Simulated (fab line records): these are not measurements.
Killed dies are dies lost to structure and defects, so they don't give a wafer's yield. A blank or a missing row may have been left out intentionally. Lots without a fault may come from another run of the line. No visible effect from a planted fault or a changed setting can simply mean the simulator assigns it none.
Which tool was responsible? | flow nand-harc | Sampling: 12 lots, 36 wafers, 5 of 1302 route steps

== WHAT EACH GAUGE READ, for each wafer ==
NHARC_A_DECK1_JOINT_THK_MEAS_17: measures by ellipsometry.
lot  | measured     | on            | thk-nm (nm)
L146 | day 12 15:33 | film-metro-01 | 44.6 44.3 46.6
L148 | day 13 01:13 | film-metro-02 | 44.5 43.6 44.9
L149 | day 13 14:28 | film-metro-01 | 45.0 46.0 46.1
L150 | day 14 02:33 | film-metro-02 | 43.3 43.1 44.6
L151 | day 14 02:43 | film-metro-01 | 44.4 44.7 46.2
L157 | day 16 13:33 | film-metro-01 | 45.1 45.9 44.9
L156 | day 16 13:23 | film-metro-01 | 43.7 47.5 45.2
L160 | day 18 08:12 | film-metro-02 | 51.0 51.3 51.2
L159 | day 18 08:02 | film-metro-01 | 45.9 43.6 46.1
L161 | day 18 08:01 | film-metro-02 | 48.0 49.0 49.2
L165 | day 20 03:17 | film-metro-01 | 43.7 44.5 46.1
L167 | day 21 08:22 | film-metro-01 | 45.2 46.0 46.4

NHARC_A_ONON_D2_THK_MEAS_30: measures by ellipsometry.
lot  | measured     | on            | thk-nm (nm)
L146 | day 13 04:31 | film-metro-01 | 1018 1016 1018
L148 | day 13 13:43 | film-metro-01 | 994 997 995
L149 | day 14 03:52 | film-metro-02 | 1004 1005 1006
L150 | day 14 15:02 | film-metro-02 | 994 994 996
L151 | day 14 15:02 | film-metro-01 | 995 994 996
L157 | day 17 02:17 | film-metro-01 | 994 991 993
L156 | day 17 02:16 | film-metro-01 | 1005 1007 1005
L160 | day 18 20:55 | film-metro-01 | 986 985 984
L159 | day 18 20:54 | film-metro-02 | 1001 1000 1000
L161 | day 18 20:55 | film-metro-02 | 998 997 997
L165 | day 20 17:25 | film-metro-02 | 997 998 997
L167 | day 21 20:59 | film-metro-01 | 998 998 997

== WHAT TOOL EACH LOT RAN ON (gives the tool, then ch and the chambers of the sampled wafers, and finally the start) ==
lot  | NHARC_A_CHANNEL_HOLE_D1_ETCH_19  | NHARC_A_DECK1_JOINT_CMP_02    | NHARC_A_DECK1_JOINT_DEP_16
L146 | har-etch-02 ch 0,1, day 8 23:35  | cmp-04 ch 1,2, day 12 14:42   | pecvd-02 ch 0,1, day 12 15:18
L148 | har-etch-01 ch 0,1, day 9 09:42  | cmp-04 ch 0,3, day 13 00:34   | pecvd-03 ch 0,1, day 13 00:56
L149 | har-etch-01 ch 0,1, day 9 23:23  | cmp-04 ch 0,3, day 13 13:50   | pecvd-01 ch 1,2, day 13 14:13
L150 | har-etch-01 ch 0,1, day 10 08:07 | cmp-02 ch 1,3, day 14 01:53   | pecvd-03 ch 0,1, day 14 02:17
L151 | har-etch-02 ch 0,1, day 10 09:32 | cmp-03 ch 0,2,3, day 14 01:53 | pecvd-02 ch 0,1,2, day 14 02:26
L157 | har-etch-01 ch 0,1, day 12 19:22 | cmp-03 ch 0,1, day 16 12:43   | pecvd-02 ch 0,1, day 16 13:20
L156 | har-etch-01 ch 0,1, day 12 23:34 | cmp-04 ch 0,1,3, day 16 12:47 | pecvd-02 ch 0,1,2, day 16 13:06
L160 | har-etch-02 ch 0,1, day 14 12:40 | cmp-03 ch 0,1,2, day 18 07:26 | pecvd-03 ch 0,1,2, day 18 08:00
L159 | har-etch-01 ch 0,1, day 14 13:00 | cmp-04 ch 2,3, day 18 07:22   | pecvd-01 ch 0,2, day 18 07:49
L161 | har-etch-02 ch 0,1, day 14 16:51 | cmp-02 ch 0,1,2, day 18 07:22 | pecvd-03 ch 0,1, day 18 07:45
L165 | har-etch-01 ch 0,1, day 16 06:17 | cmp-03 ch 1,2,3, day 20 02:37 | pecvd-02 ch 1,2, day 20 03:01
L167 | har-etch-01 ch 0,1, day 17 10:44 | cmp-03 ch 2,3, day 21 07:42   | pecvd-01 ch 0,1,2, day 21 08:07
- NHARC_A_CHANNEL_HOLE_D1_ETCH_19: etches the open film in C4F8/O2/Ar, time 34.5 s.
- NHARC_A_DECK1_JOINT_CMP_02: polishes SiOx.
- NHARC_A_DECK1_JOINT_DEP_16: deposits SiO2, target thk 45 nm.

== AS READ BY THE TOOLS THEMSELVES (means over the sampled wafers that have a number; for cases with no such wafer, the mark the record gives instead) ==
NHARC_A_CHANNEL_HOLE_D1_ETCH_19.
lot  | tool        | c4f8-flow-sccm (sccm) | drypump-motor-current-A (A) | showerhead-plenum-p-Torr (Torr) | throttle-valve-pct (%)
L146 | har-etch-02 | 28.81                 | 6.0                         | 3.71                            | 37.033
L148 | har-etch-01 | 28.73                 | 4.9                         | 3.77                            | 37.038
L149 | har-etch-01 | 28.76                 | 5.0                         | 3.77                            | 37.040
L150 | har-etch-01 | 28.83                 | 5.0                         | 3.76                            | 37.043
L151 | har-etch-02 | 28.73                 | 6.0                         | 3.70                            | 37.038
L157 | har-etch-01 | 28.72                 | 4.9                         | 3.74                            | 37.038
L156 | har-etch-01 | 28.81                 | 5.2                         | 3.74                            | 37.033
L160 | har-etch-02 | 28.91                 | 6.0                         | 3.67                            | 37.037
L159 | har-etch-01 | 28.83                 | 5.2                         | 3.73                            | 37.026
L161 | har-etch-02 | 28.83                 | 5.6                         | 3.73                            | 37.035
L165 | har-etch-01 | 28.78                 | 5.2                         | 3.71                            | 37.041
L167 | har-etch-01 | 28.79                 | 4.9                         | 3.70                            | 37.032

NHARC_A_DECK1_JOINT_CMP_02.
lot  | tool   | motor-current-A (A)
L146 | cmp-04 | 11.4
L148 | cmp-04 | 12.7
L149 | cmp-04 | 13.8
L150 | cmp-02 | 11.0
L151 | cmp-03 | 13.0
L157 | cmp-03 | 12.7
L156 | cmp-04 | 12.5
L160 | cmp-03 | 12.0
L159 | cmp-04 | 12.4
L161 | cmp-02 | 13.3
L165 | cmp-03 | 11.7
L167 | cmp-03 | 12.7

NHARC_A_DECK1_JOINT_DEP_16.
lot  | tool     | heater-power-w (W) | rf-fwd-power-W (W) | showerhead-vpp-V (V) | throttle-valve-pct (%)
L146 | pecvd-02 | 526                | 895.6              | 1783                 | 15.8
L148 | pecvd-03 | 665                | 895.4              | 1826                 | 15.9
L149 | pecvd-01 | 536                | 899.0              | 1703                 | 16.1
L150 | pecvd-03 | 628                | 895.0              | 1880                 | 16.0
L151 | pecvd-02 | 483                | 897.8              | 1899                 | 15.8
L157 | pecvd-02 | 488                | 896.9              | 1767                 | 15.9
L156 | pecvd-02 | 491                | 895.4              | 1869                 | 15.9
L160 | pecvd-03 | 445                | 1254.4             | 2225                 | 15.3
L159 | pecvd-01 | 486                | 897.3              | 1793                 | 15.8
L161 | pecvd-03 | 427                | 1253.8             | 2200                 | 15.7
L165 | pecvd-02 | 416                | 894.1              | 1978                 | 15.6
L167 | pecvd-01 | 526                | 896.9              | 1813                 | 16.2

== THE ANSWER, worked out from the rows above alone ==
Rule: usual is defined by the lots themselves. The widest of any qualifying gaps counts: lots, ordered by their means at a reading, are off when they make up no more than a third of the lots, leave a main group of 4 or more, and stand apart from it by 3 or more times the standard deviation of that group's means. If all means in a main group match to the digits the tables above print for the reading, that group is not used. A lot without any number at a reading at which 4 lots or more have one is off too. The other lots that the step has rows for count as sound. The gauges are gone through in route order, then the tools' own readings, and for those a lot's mean is taken as printed above. At the first step where some lot is off, the reading lying furthest off is the one used; lots without a number count as furthest.
Off: L160, L161 (NHARC_A_DECK1_JOINT_THK_MEAS_17, thk-nm). The main group has a mean of 45.1 nm with a standard deviation of 0.62.
A tool fits if, at a process step before that reading, it ran every lot that is off, and no sound lot after the first of them. Not tried: the gauges at NHARC_A_DECK1_JOINT_THK_MEAS_17; whatever is off there is also off at NHARC_A_CHANNEL_HOLE_D1_ETCH_19, on other tools, and gauge error can't account for it. 2 tools fit, har-etch-02 at NHARC_A_CHANNEL_HOLE_D1_ETCH_19 and pecvd-03 at NHARC_A_DECK1_JOINT_DEP_16, so this cannot tell which one it is.

== WHAT THE SIMULATOR HAD INSERTED ==
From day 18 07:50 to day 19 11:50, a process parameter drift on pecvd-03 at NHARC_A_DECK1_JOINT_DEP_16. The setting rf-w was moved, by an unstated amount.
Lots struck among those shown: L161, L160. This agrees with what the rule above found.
